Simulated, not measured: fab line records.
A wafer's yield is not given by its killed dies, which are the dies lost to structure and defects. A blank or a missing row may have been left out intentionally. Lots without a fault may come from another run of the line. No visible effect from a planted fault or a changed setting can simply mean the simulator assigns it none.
Which tool was responsible? || flow nand harc || 72 wafers from 24 lots sampled at 5 of the route's 1159 steps

## WHAT EACH GAUGE READ, for each wafer
NHARC_A_SGD_CUT_INSPECT_25.
{"lot": "L074", "measured": "day 14 03:49", "on": "defect inspect-01", "raw defect count": "291 337 278"}
{"lot": "L077", "measured": "day 14 22:17", "on": "defect inspect-01", "raw defect count": "302 263 332"}
{"lot": "L075", "measured": "day 14 22:17", "on": "defect inspect-02", "raw defect count": "195 319 230"}
{"lot": "L076", "measured": "day 15 01:53", "on": "defect inspect-01", "raw defect count": "390 280 249"}
{"lot": "L080", "measured": "day 15 09:16", "on": "defect inspect-02", "raw defect count": "216 241 285"}
{"lot": "L079", "measured": "day 15 01:55", "on": "defect inspect-01", "raw defect count": "230 331 271"}
{"lot": "L078", "measured": "day 15 09:16", "on": "defect inspect-01", "raw defect count": "282 245 356"}
{"lot": "L081", "measured": "day 15 14:29", "on": "defect inspect-02", "raw defect count": "350 325 238"}
{"lot": "L083", "measured": "day 16 06:14", "on": "defect inspect-02", "raw defect count": "210 252 222"}
{"lot": "L082", "measured": "day 16 06:17", "on": "defect inspect-01", "raw defect count": "368 395 486"}
{"lot": "L084", "measured": "day 16 23:25", "on": "defect inspect-02", "raw defect count": "179 252 312"}
{"lot": "L085", "measured": "day 16 23:24", "on": "defect inspect-01", "raw defect count": "229 214 229"}
{"lot": "L086", "measured": "day 17 08:32", "on": "defect inspect-01", "raw defect count": "218 413 318"}
{"lot": "L087", "measured": "day 17 08:32", "on": "defect inspect-02", "raw defect count": "289 390 281"}
{"lot": "L088", "measured": "day 17 08:33", "on": "defect inspect-01", "raw defect count": "404 486 473"}
{"lot": "L090", "measured": "day 17 19:16", "on": "defect inspect-02", "raw defect count": "493 527 496"}
{"lot": "L089", "measured": "day 17 19:16", "on": "defect inspect-01", "raw defect count": "241 245 304"}
{"lot": "L091", "measured": "day 18 09:26", "on": "defect inspect-02", "raw defect count": "235 324 270"}
{"lot": "L092", "measured": "day 18 09:26", "on": "defect inspect-01", "raw defect count": "478 813 715"}
{"lot": "L093", "measured": "day 18 09:29", "on": "defect inspect-01", "raw defect count": "201 203 182"}
{"lot": "L094", "measured": "day 19 05:31", "on": "defect inspect-02", "raw defect count": "243 312 317"}
{"lot": "L095", "measured": "day 19 05:34", "on": "defect inspect-01", "raw defect count": "218 182 199"}
{"lot": "L097", "measured": "day 19 05:31", "on": "defect inspect-01", "raw defect count": "525 319 412"}
{"lot": "L096", "measured": "day 19 18:29", "on": "defect inspect-01", "raw defect count": "318 326 396"}

## WHAT TOOL EACH LOT RAN ON (gives the tool, then ch and the chambers of the sampled wafers, and finally the start)
{"lot": "L074", "NHARC_A_STAIRCASE_DEP_417": "pecvd-02 ch 0,2, day 12 03:46", "NHARC_A_STAIRCASE_CMP_450": "cmp-01 ch 0,2,3, day 13 17:02", "NHARC_A_STAIRCASE_ETCHBACK_422": "rie diel-07 ch 0,1,3, day 13 17:34", "NHARC_A_STAIRCASE_CMP_472": "cmp-02 ch 2,3, day 13 18:28"}
{"lot": "L077", "NHARC_A_STAIRCASE_DEP_417": "pecvd-01 ch 0,1,2, day 12 16:23", "NHARC_A_STAIRCASE_CMP_450": "cmp-01 ch 1,3, day 14 10:17", "NHARC_A_STAIRCASE_ETCHBACK_422": "rie diel-07 ch 2,3, day 14 10:49", "NHARC_A_STAIRCASE_CMP_472": "cmp-02 ch 0,1,3, day 14 11:44"}
{"lot": "L075", "NHARC_A_STAIRCASE_DEP_417": "pecvd-03 ch 0,1,2, day 12 17:05", "NHARC_A_STAIRCASE_CMP_450": "cmp-01 ch 0,2,3, day 14 10:28", "NHARC_A_STAIRCASE_ETCHBACK_422": "rie diel-08 ch 1,2,3, day 14 11:00", "NHARC_A_STAIRCASE_CMP_472": "cmp-01 ch 0,1,3, day 14 11:59"}
{"lot": "L076", "NHARC_A_STAIRCASE_DEP_417": "pecvd-02 ch 0,1,2, day 12 22:44", "NHARC_A_STAIRCASE_CMP_450": "cmp-03 ch 0,1,2, day 14 16:50", "NHARC_A_STAIRCASE_ETCHBACK_422": "rie diel-07 ch 0,2,3, day 14 17:22", "NHARC_A_STAIRCASE_CMP_472": "cmp-02 ch 0,2, day 14 18:21"}
{"lot": "L080", "NHARC_A_STAIRCASE_DEP_417": "pecvd-01 ch 1,2, day 13 02:27", "NHARC_A_STAIRCASE_CMP_450": "cmp-03 ch 0,1,3, day 14 21:41", "NHARC_A_STAIRCASE_ETCHBACK_422": "rie diel-07 ch 0,1,2, day 14 22:16", "NHARC_A_STAIRCASE_CMP_472": "cmp-01 ch 0,2,3, day 14 23:52"}
{"lot": "L079", "NHARC_A_STAIRCASE_DEP_417": "pecvd-01 ch 0,1, day 13 03:55", "NHARC_A_STAIRCASE_CMP_450": "cmp-01 ch 0,1,2, day 14 16:56", "NHARC_A_STAIRCASE_ETCHBACK_422": "rie diel-08 ch 0,2,3, day 14 17:28", "NHARC_A_STAIRCASE_CMP_472": "cmp-03 ch 0,1, day 14 18:31"}
{"lot": "L078", "NHARC_A_STAIRCASE_DEP_417": "pecvd-01 ch 0,2, day 13 05:56", "NHARC_A_STAIRCASE_CMP_450": "cmp-02 ch 0,2,3, day 14 21:55", "NHARC_A_STAIRCASE_ETCHBACK_422": "rie diel-07 ch 1,2,3, day 14 22:26", "NHARC_A_STAIRCASE_CMP_472": "cmp-03 ch 1,3, day 14 23:39"}
{"lot": "L081", "NHARC_A_STAIRCASE_DEP_417": "pecvd-01 ch 0,1,2, day 13 10:03", "NHARC_A_STAIRCASE_CMP_450": "cmp-03 ch 0,2, day 15 05:23", "NHARC_A_STAIRCASE_ETCHBACK_422": "rie diel-07 ch 2,3, day 15 05:58", "NHARC_A_STAIRCASE_CMP_472": "cmp-02 ch 0,2,3, day 15 06:53"}
{"lot": "L083", "NHARC_A_STAIRCASE_DEP_417": "pecvd-02 ch 1,2, day 14 04:37", "NHARC_A_STAIRCASE_CMP_450": "cmp-01 ch 0,1,2, day 15 21:23", "NHARC_A_STAIRCASE_ETCHBACK_422": "rie diel-02 ch 0,3, day 15 21:55", "NHARC_A_STAIRCASE_CMP_472": "cmp-01 ch 2,3, day 15 22:52"}
{"lot": "L082", "NHARC_A_STAIRCASE_DEP_417": "pecvd-02 ch 1,2, day 14 06:15", "NHARC_A_STAIRCASE_CMP_450": "cmp-02 ch 0,2, day 15 21:39", "NHARC_A_STAIRCASE_ETCHBACK_422": "rie diel-02 ch 1,2,3, day 15 22:12", "NHARC_A_STAIRCASE_CMP_472": "cmp-01 ch 0,3, day 15 23:07"}
{"lot": "L084", "NHARC_A_STAIRCASE_DEP_417": "pecvd-03 ch 0,1, day 14 12:52", "NHARC_A_STAIRCASE_CMP_450": "cmp-03 ch 1,2,3, day 16 10:54", "NHARC_A_STAIRCASE_ETCHBACK_422": "rie diel-08 ch 0,3, day 16 11:26", "NHARC_A_STAIRCASE_CMP_472": "cmp-03 ch 1,2, day 16 12:21"}
{"lot": "L085", "NHARC_A_STAIRCASE_DEP_417": "pecvd-02 ch 0,1, day 14 13:20", "NHARC_A_STAIRCASE_CMP_450": "cmp-01 ch 0,1,2, day 16 10:44", "NHARC_A_STAIRCASE_ETCHBACK_422": "rie diel-07 ch 1,2,3, day 16 11:17", "NHARC_A_STAIRCASE_CMP_472": "cmp-01 ch 0,1, day 16 12:19"}
{"lot": "L086", "NHARC_A_STAIRCASE_DEP_417": "pecvd-03 ch 0,1, day 15 01:02", "NHARC_A_STAIRCASE_CMP_450": "cmp-01 ch 1,2,3, day 16 23:35", "NHARC_A_STAIRCASE_ETCHBACK_422": "rie diel-07 ch 1,2,3, day 17 00:07", "NHARC_A_STAIRCASE_CMP_472": "cmp-03 ch 0,1,3, day 17 01:05"}
{"lot": "L087", "NHARC_A_STAIRCASE_DEP_417": "pecvd-03 ch 0,2, day 15 01:47", "NHARC_A_STAIRCASE_CMP_450": "cmp-02 ch 0,2,3, day 16 23:19", "NHARC_A_STAIRCASE_ETCHBACK_422": "rie diel-07 ch 0,1,2, day 16 23:55", "NHARC_A_STAIRCASE_CMP_472": "cmp-01 ch 0,3, day 17 01:00"}
{"lot": "L088", "NHARC_A_STAIRCASE_DEP_417": "pecvd-03 ch 1,2, day 15 09:54", "NHARC_A_STAIRCASE_CMP_450": "cmp-03 ch 0,1,2, day 16 23:45", "NHARC_A_STAIRCASE_ETCHBACK_422": "rie diel-07 ch 0,2,3, day 17 00:19", "NHARC_A_STAIRCASE_CMP_472": "cmp-03 ch 0,1, day 17 01:40"}
{"lot": "L090", "NHARC_A_STAIRCASE_DEP_417": "pecvd-02 ch 0,1, day 15 16:58", "NHARC_A_STAIRCASE_CMP_450": "cmp-02 ch 0,1, day 17 10:02", "NHARC_A_STAIRCASE_ETCHBACK_422": "rie diel-02 ch 0,1,2, day 17 10:35", "NHARC_A_STAIRCASE_CMP_472": "cmp-01 ch 0,3, day 17 11:31"}
{"lot": "L089", "NHARC_A_STAIRCASE_DEP_417": "pecvd-03 ch 1,2, day 15 19:34", "NHARC_A_STAIRCASE_CMP_450": "cmp-02 ch 1,2,3, day 17 10:15", "NHARC_A_STAIRCASE_ETCHBACK_422": "rie diel-07 ch 0,2, day 17 10:46", "NHARC_A_STAIRCASE_CMP_472": "cmp-02 ch 0,3, day 17 11:43"}
{"lot": "L091", "NHARC_A_STAIRCASE_DEP_417": "pecvd-02 ch 1,2, day 16 05:19", "NHARC_A_STAIRCASE_CMP_450": "cmp-02 ch 0,1,3, day 18 00:17", "NHARC_A_STAIRCASE_ETCHBACK_422": "rie diel-02 ch 0,1,2, day 18 00:50", "NHARC_A_STAIRCASE_CMP_472": "cmp-02 ch 1,3, day 18 01:46"}
{"lot": "L092", "NHARC_A_STAIRCASE_DEP_417": "pecvd-02 ch 1,2, day 16 07:14", "NHARC_A_STAIRCASE_CMP_450": "cmp-01 ch 0,1,2, day 18 00:04", "NHARC_A_STAIRCASE_ETCHBACK_422": "rie diel-02 ch 0,1,2, day 18 00:38", "NHARC_A_STAIRCASE_CMP_472": "cmp-03 ch 1,2,3, day 18 01:41"}
{"lot": "L093", "NHARC_A_STAIRCASE_DEP_417": "pecvd-02 ch 0,1,2, day 16 13:23", "NHARC_A_STAIRCASE_CMP_450": "cmp-02 ch 0,3, day 18 03:07", "NHARC_A_STAIRCASE_ETCHBACK_422": "rie diel-02 ch 0,2,3, day 18 03:43", "NHARC_A_STAIRCASE_CMP_472": "cmp-02 ch 0,1,3, day 18 04:37"}
{"lot": "L094", "NHARC_A_STAIRCASE_DEP_417": "pecvd-03 ch 0,2, day 16 23:41", "NHARC_A_STAIRCASE_CMP_450": "cmp-02 ch 0,3, day 18 20:52", "NHARC_A_STAIRCASE_ETCHBACK_422": "rie diel-02 ch 1,2, day 18 21:24", "NHARC_A_STAIRCASE_CMP_472": "cmp-03 ch 0,1,2, day 18 22:26"}
{"lot": "L095", "NHARC_A_STAIRCASE_DEP_417": "pecvd-02 ch 0,1, day 17 02:50", "NHARC_A_STAIRCASE_CMP_450": "cmp-01 ch 0,2,3, day 18 20:43", "NHARC_A_STAIRCASE_ETCHBACK_422": "rie diel-07 ch 1,2,3, day 18 21:14", "NHARC_A_STAIRCASE_CMP_472": "cmp-01 ch 0,1,2, day 18 22:23"}
{"lot": "L097", "NHARC_A_STAIRCASE_DEP_417": "pecvd-03 ch 0,1, day 17 02:59", "NHARC_A_STAIRCASE_CMP_450": "cmp-03 ch 0,2,3, day 18 20:35", "NHARC_A_STAIRCASE_ETCHBACK_422": "rie diel-02 ch 0,2,3, day 18 21:08", "NHARC_A_STAIRCASE_CMP_472": "cmp-01 ch 1,2,3, day 18 22:10"}
{"lot": "L096", "NHARC_A_STAIRCASE_DEP_417": "pecvd-03 ch 0,2, day 17 08:38", "NHARC_A_STAIRCASE_CMP_450": "cmp-01 ch 0,1,3, day 19 08:46", "NHARC_A_STAIRCASE_ETCHBACK_422": "rie diel-02 ch 1,2,3, day 19 09:17", "NHARC_A_STAIRCASE_CMP_472": "cmp-01 ch 0,1,3, day 19 10:14"}
- NHARC_A_STAIRCASE_DEP_417: deposits Si3N4, target thk 60 nm.
- NHARC_A_STAIRCASE_CMP_450: polishes SiO2, target thk 200 nm.
- NHARC_A_STAIRCASE_ETCHBACK_422: etches the open film in CH3F/O2, target depth 40 nm, time 74.286 s.
- NHARC_A_STAIRCASE_CMP_472: polishes SiO2.

## AS READ BY THE TOOLS THEMSELVES (means over the sampled wafers that have a number; for cases with no such wafer, the mark the record gives instead)
NHARC_A_STAIRCASE_DEP_417.
{"lot": "L074", "tool": "pecvd-02", "heater power w (W)": 756}
{"lot": "L077", "tool": "pecvd-01", "heater power w (W)": 694}
{"lot": "L075", "tool": "pecvd-03", "heater power w (W)": 669}
{"lot": "L076", "tool": "pecvd-02", "heater power w (W)": 756}
{"lot": "L080", "tool": "pecvd-01", "heater power w (W)": 754}
{"lot": "L079", "tool": "pecvd-01", "heater power w (W)": 719}
{"lot": "L078", "tool": "pecvd-01", "heater power w (W)": 790}
{"lot": "L081", "tool": "pecvd-01", "heater power w (W)": 740}
{"lot": "L083", "tool": "pecvd-02", "heater power w (W)": 740}
{"lot": "L082", "tool": "pecvd-02", "heater power w (W)": 712}
{"lot": "L084", "tool": "pecvd-03", "heater power w (W)": 714}
{"lot": "L085", "tool": "pecvd-02", "heater power w (W)": 823}
{"lot": "L086", "tool": "pecvd-03", "heater power w (W)": 721}
{"lot": "L087", "tool": "pecvd-03", "heater power w (W)": 638}
{"lot": "L088", "tool": "pecvd-03", "heater power w (W)": 733}
{"lot": "L090", "tool": "pecvd-02", "heater power w (W)": 746}
{"lot": "L089", "tool": "pecvd-03", "heater power w (W)": 688}
{"lot": "L091", "tool": "pecvd-02", "heater power w (W)": 721}
{"lot": "L092", "tool": "pecvd-02", "heater power w (W)": 809}
{"lot": "L093", "tool": "pecvd-02", "heater power w (W)": 820}
{"lot": "L094", "tool": "pecvd-03", "heater power w (W)": 693}
{"lot": "L095", "tool": "pecvd-02", "heater power w (W)": 745}
{"lot": "L097", "tool": "pecvd-03", "heater power w (W)": 737}
{"lot": "L096", "tool": "pecvd-03", "heater power w (W)": 672}

NHARC_A_STAIRCASE_CMP_450.
{"lot": "L074", "tool": "cmp-01", "motor current A (A)": 10.9}
{"lot": "L077", "tool": "cmp-01", "motor current A (A)": 10.7}
{"lot": "L075", "tool": "cmp-01", "motor current A (A)": 11.1}
{"lot": "L076", "tool": "cmp-03", "motor current A (A)": 12.5}
{"lot": "L080", "tool": "cmp-03", "motor current A (A)": 13.0}
{"lot": "L079", "tool": "cmp-01", "motor current A (A)": 11.3}
{"lot": "L078", "tool": "cmp-02", "motor current A (A)": 12.2}
{"lot": "L081", "tool": "cmp-03", "motor current A (A)": 11.9}
{"lot": "L083", "tool": "cmp-01", "motor current A (A)": 11.2}
{"lot": "L082", "tool": "cmp-02", "motor current A (A)": 11.6}
{"lot": "L084", "tool": "cmp-03", "motor current A (A)": 12.3}
{"lot": "L085", "tool": "cmp-01", "motor current A (A)": 11.0}
{"lot": "L086", "tool": "cmp-01", "motor current A (A)": 10.4}
{"lot": "L087", "tool": "cmp-02", "motor current A (A)": 12.1}
{"lot": "L088", "tool": "cmp-03", "motor current A (A)": 12.5}
{"lot": "L090", "tool": "cmp-02", "motor current A (A)": 12.4}
{"lot": "L089", "tool": "cmp-02", "motor current A (A)": 12.2}
{"lot": "L091", "tool": "cmp-02", "motor current A (A)": 12.3}
{"lot": "L092", "tool": "cmp-01", "motor current A (A)": 11.3}
{"lot": "L093", "tool": "cmp-02", "motor current A (A)": 12.7}
{"lot": "L094", "tool": "cmp-02", "motor current A (A)": 12.0}
{"lot": "L095", "tool": "cmp-01", "motor current A (A)": 10.9}
{"lot": "L097", "tool": "cmp-03", "motor current A (A)": 11.9}
{"lot": "L096", "tool": "cmp-01", "motor current A (A)": 11.3}

NHARC_A_STAIRCASE_ETCHBACK_422.
{"lot": "L074", "tool": "rie diel-07", "drypump motor current A (A)": 5.1, "mfc ar sccm (sccm)": 200.2, "oes product au (a.u.)": 0.92, "rf vpp V (V)": 245.3, "showerhead plenum p Torr (Torr)": 2.48, "throttle valve pct (%)": 20.663}
{"lot": "L077", "tool": "rie diel-07", "drypump motor current A (A)": 5.3, "mfc ar sccm (sccm)": 200.5, "oes product au (a.u.)": 0.92, "rf vpp V (V)": 243.8, "showerhead plenum p Torr (Torr)": 2.42, "throttle valve pct (%)": 20.660}
{"lot": "L075", "tool": "rie diel-08", "drypump motor current A (A)": 6.3, "mfc ar sccm (sccm)": 199.9, "oes product au (a.u.)": 1.00, "rf vpp V (V)": 244.3, "showerhead plenum p Torr (Torr)": 2.45, "throttle valve pct (%)": 20.662}
{"lot": "L076", "tool": "rie diel-07", "drypump motor current A (A)": 5.2, "mfc ar sccm (sccm)": 200.2, "oes product au (a.u.)": 0.92, "rf vpp V (V)": 243.9, "showerhead plenum p Torr (Torr)": 2.47, "throttle valve pct (%)": 20.664}
{"lot": "L080", "tool": "rie diel-07", "drypump motor current A (A)": 4.9, "mfc ar sccm (sccm)": 200.2, "oes product au (a.u.)": 0.92, "rf vpp V (V)": 244.9, "showerhead plenum p Torr (Torr)": 2.54, "throttle valve pct (%)": 20.663}
{"lot": "L079", "tool": "rie diel-08", "drypump motor current A (A)": 6.2, "mfc ar sccm (sccm)": 199.7, "oes product au (a.u.)": 1.00, "rf vpp V (V)": 244.3, "showerhead plenum p Torr (Torr)": 2.45, "throttle valve pct (%)": 20.660}
{"lot": "L078", "tool": "rie diel-07", "drypump motor current A (A)": 5.2, "mfc ar sccm (sccm)": 200.2, "oes product au (a.u.)": 1.00, "rf vpp V (V)": 244.5, "showerhead plenum p Torr (Torr)": 2.42, "throttle valve pct (%)": 20.660}
{"lot": "L081", "tool": "rie diel-07", "drypump motor current A (A)": 5.3, "mfc ar sccm (sccm)": 199.5, "oes product au (a.u.)": 0.92, "rf vpp V (V)": 243.9, "showerhead plenum p Torr (Torr)": 2.41, "throttle valve pct (%)": 20.669}
{"lot": "L083", "tool": "rie diel-02", "drypump motor current A (A)": 5.6, "mfc ar sccm (sccm)": 199.4, "oes product au (a.u.)": 0.99, "rf vpp V (V)": 247.6, "showerhead plenum p Torr (Torr)": 2.64, "throttle valve pct (%)": 20.662}
{"lot": "L082", "tool": "rie diel-02", "drypump motor current A (A)": 5.6, "mfc ar sccm (sccm)": 200.2, "oes product au (a.u.)": 0.99, "rf vpp V (V)": 245.6, "showerhead plenum p Torr (Torr)": 2.55, "throttle valve pct (%)": 20.666}
{"lot": "L084", "tool": "rie diel-08", "drypump motor current A (A)": 6.1, "mfc ar sccm (sccm)": 200.1, "oes product au (a.u.)": 0.92, "rf vpp V (V)": 245.1, "showerhead plenum p Torr (Torr)": 2.53, "throttle valve pct (%)": 20.661}
{"lot": "L085", "tool": "rie diel-07", "drypump motor current A (A)": 5.2, "mfc ar sccm (sccm)": 200.2, "oes product au (a.u.)": 0.99, "rf vpp V (V)": 243.5, "showerhead plenum p Torr (Torr)": 2.41, "throttle valve pct (%)": 20.663}
{"lot": "L086", "tool": "rie diel-07", "drypump motor current A (A)": 5.2, "mfc ar sccm (sccm)": 200.0, "oes product au (a.u.)": 1.00, "rf vpp V (V)": 243.4, "showerhead plenum p Torr (Torr)": 2.41, "throttle valve pct (%)": 20.674}
{"lot": "L087", "tool": "rie diel-07", "drypump motor current A (A)": 4.8, "mfc ar sccm (sccm)": 200.2, "oes product au (a.u.)": 0.92, "rf vpp V (V)": 245.2, "showerhead plenum p Torr (Torr)": 2.53, "throttle valve pct (%)": 20.658}
{"lot": "L088", "tool": "rie diel-07", "drypump motor current A (A)": 5.2, "mfc ar sccm (sccm)": 200.3, "oes product au (a.u.)": 0.92, "rf vpp V (V)": 245.5, "showerhead plenum p Torr (Torr)": 2.47, "throttle valve pct (%)": 20.663}
{"lot": "L090", "tool": "rie diel-02", "drypump motor current A (A)": 5.8, "mfc ar sccm (sccm)": 200.6, "oes product au (a.u.)": 0.92, "rf vpp V (V)": 245.0, "showerhead plenum p Torr (Torr)": 2.53, "throttle valve pct (%)": 20.659}
{"lot": "L089", "tool": "rie diel-07", "drypump motor current A (A)": 4.8, "mfc ar sccm (sccm)": 200.1, "oes product au (a.u.)": 0.93, "rf vpp V (V)": 246.3, "showerhead plenum p Torr (Torr)": 2.58, "throttle valve pct (%)": 20.668}
{"lot": "L091", "tool": "rie diel-02", "drypump motor current A (A)": 5.8, "mfc ar sccm (sccm)": 199.0, "oes product au (a.u.)": 0.91, "rf vpp V (V)": 245.5, "showerhead plenum p Torr (Torr)": 2.53, "throttle valve pct (%)": 20.650}
{"lot": "L092", "tool": "rie diel-02", "drypump motor current A (A)": 5.8, "mfc ar sccm (sccm)": 199.3, "oes product au (a.u.)": 0.91, "rf vpp V (V)": 244.8, "showerhead plenum p Torr (Torr)": 2.53, "throttle valve pct (%)": 20.669}
{"lot": "L093", "tool": "rie diel-02", "drypump motor current A (A)": 5.8, "mfc ar sccm (sccm)": 200.3, "oes product au (a.u.)": 0.92, "rf vpp V (V)": 245.3, "showerhead plenum p Torr (Torr)": 2.58, "throttle valve pct (%)": 20.665}
{"lot": "L094", "tool": "rie diel-02", "drypump motor current A (A)": 5.6, "mfc ar sccm (sccm)": 200.6, "oes product au (a.u.)": 0.92, "rf vpp V (V)": 244.5, "showerhead plenum p Torr (Torr)": 2.50, "throttle valve pct (%)": 20.668}
{"lot": "L095", "tool": "rie diel-07", "drypump motor current A (A)": 5.2, "mfc ar sccm (sccm)": 199.9, "oes product au (a.u.)": 1.00, "rf vpp V (V)": 243.2, "showerhead plenum p Torr (Torr)": 2.41, "throttle valve pct (%)": 20.661}
{"lot": "L097", "tool": "rie diel-02", "drypump motor current A (A)": 5.8, "mfc ar sccm (sccm)": 199.6, "oes product au (a.u.)": 1.01, "rf vpp V (V)": 245.6, "showerhead plenum p Torr (Torr)": 2.58, "throttle valve pct (%)": 20.660}
{"lot": "L096", "tool": "rie diel-02", "drypump motor current A (A)": 5.6, "mfc ar sccm (sccm)": 200.1, "oes product au (a.u.)": 1.00, "rf vpp V (V)": 245.5, "showerhead plenum p Torr (Torr)": 2.54, "throttle valve pct (%)": 20.659}

NHARC_A_STAIRCASE_CMP_472.
{"lot": "L074", "tool": "cmp-02", "motor current A (A)": 12.8}
{"lot": "L077", "tool": "cmp-02", "motor current A (A)": 12.5}
{"lot": "L075", "tool": "cmp-01", "motor current A (A)": 11.8}
{"lot": "L076", "tool": "cmp-02", "motor current A (A)": 12.0}
{"lot": "L080", "tool": "cmp-01", "motor current A (A)": 11.0}
{"lot": "L079", "tool": "cmp-03", "motor current A (A)": 12.9}
{"lot": "L078", "tool": "cmp-03", "motor current A (A)": 12.8}
{"lot": "L081", "tool": "cmp-02", "motor current A (A)": 12.4}
{"lot": "L083", "tool": "cmp-01", "motor current A (A)": 10.5}
{"lot": "L082", "tool": "cmp-01", "motor current A (A)": 11.8}
{"lot": "L084", "tool": "cmp-03", "motor current A (A)": 11.8}
{"lot": "L085", "tool": "cmp-01", "motor current A (A)": 11.3}
{"lot": "L086", "tool": "cmp-03", "motor current A (A)": 12.9}
{"lot": "L087", "tool": "cmp-01", "motor current A (A)": 11.6}
{"lot": "L088", "tool": "cmp-03", "motor current A (A)": 12.7}
{"lot": "L090", "tool": "cmp-01", "motor current A (A)": 11.4}
{"lot": "L089", "tool": "cmp-02", "motor current A (A)": 13.4}
{"lot": "L091", "tool": "cmp-02", "motor current A (A)": 13.2}
{"lot": "L092", "tool": "cmp-03", "motor current A (A)": 12.3}
{"lot": "L093", "tool": "cmp-02", "motor current A (A)": 12.8}
{"lot": "L094", "tool": "cmp-03", "motor current A (A)": 12.3}
{"lot": "L095", "tool": "cmp-01", "motor current A (A)": 11.3}
{"lot": "L097", "tool": "cmp-01", "motor current A (A)": 10.9}
{"lot": "L096", "tool": "cmp-01", "motor current A (A)": 11.4}

## THE ANSWER, worked out from the rows above alone
Rule: the lots themselves supply what counts as usual. Put in order of their means at a reading, lots are off if they are a third of the lots or fewer, leave a main group of 4 or more, and stand apart from it by a gap of 3 or more times the standard deviation of the main group's means; of several such gaps the widest counts. The tables above print the reading to a certain number of digits; a main group whose means all agree to those digits is not used. A lot without any number at a reading at which 4 lots or more have one is off too. Where the step has rows for the other lots, those lots are counted as sound. First the gauges in route order, then the tools' own readings, where a lot's mean is used as printed above. At the first step where some lot is off, the reading lying furthest off is the one used; lots without a number count as furthest.
None of the lots is off at any reading shown; this tells nothing.

## WHAT THE SIMULATOR PUT IN
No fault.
